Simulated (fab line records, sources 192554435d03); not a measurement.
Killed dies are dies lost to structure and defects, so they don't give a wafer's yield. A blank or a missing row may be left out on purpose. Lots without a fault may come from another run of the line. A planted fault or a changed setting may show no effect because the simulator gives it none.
Chamber matching | flow n5_finfet | N5_BEOL_M4_ALD_98 on ald_sin-04: 4 sister chambers
The step deposits SiO2, target thk 2.5 nm, pulse time 1 s, co reactant pulse time 1 s. 4 wafers are shown with their chamber, then 7 later ones without.

WAFERS WITH THEIR CHAMBER
wafer  | chamber | heater_power_outer_w (W)
L083.5 | 0       | 36
L091.6 | 2       | 36
L094.2 | 3       | 36
L094.4 | 1       | 41

WAFERS WITHOUT THEIR CHAMBER
wafer  | heater_power_outer_w (W)
L094.5 | 38
L096.2 | 35
L096.4 | 37
L096.6 | 40
L095.4 | 37
L095.5 | 35
L095.6 | 37

WHICH CHAMBER EACH WENT THROUGH
wafer  | from the rows above               | in truth
L094.5 | can't be placed: 0 or 2 or 3 or 1 | 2
L096.2 | can't be placed: 0 or 2 or 3      | 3
L096.4 | can't be placed: 0 or 2 or 3      | 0
L096.6 | 1                                 | 1
L095.4 | can't be placed: 0 or 2 or 3      | 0
L095.5 | can't be placed: 0 or 2 or 3      | 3
L095.6 | can't be placed: 0 or 2 or 3      | 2
Placed correctly: 1 of 7. Can't be placed from these rows: 6 (the true chamber is among the candidates in 6). Placed wrongly: 0.
How it was worked out, from the rows above alone: a wafer's distance from a chamber is the root of the sum, over the readings, of the square of ((its reading less the chamber's mean) divided by the reading's scatter). The wafer belongs to the nearest chamber; if the next one is less than 2 further off, it can't be placed. A chamber's mean is the mean of its shown wafers. The scatter: with one shown wafer a chamber, the root of the mean of the squares of how far each hidden wafer lies from its nearest shown one.
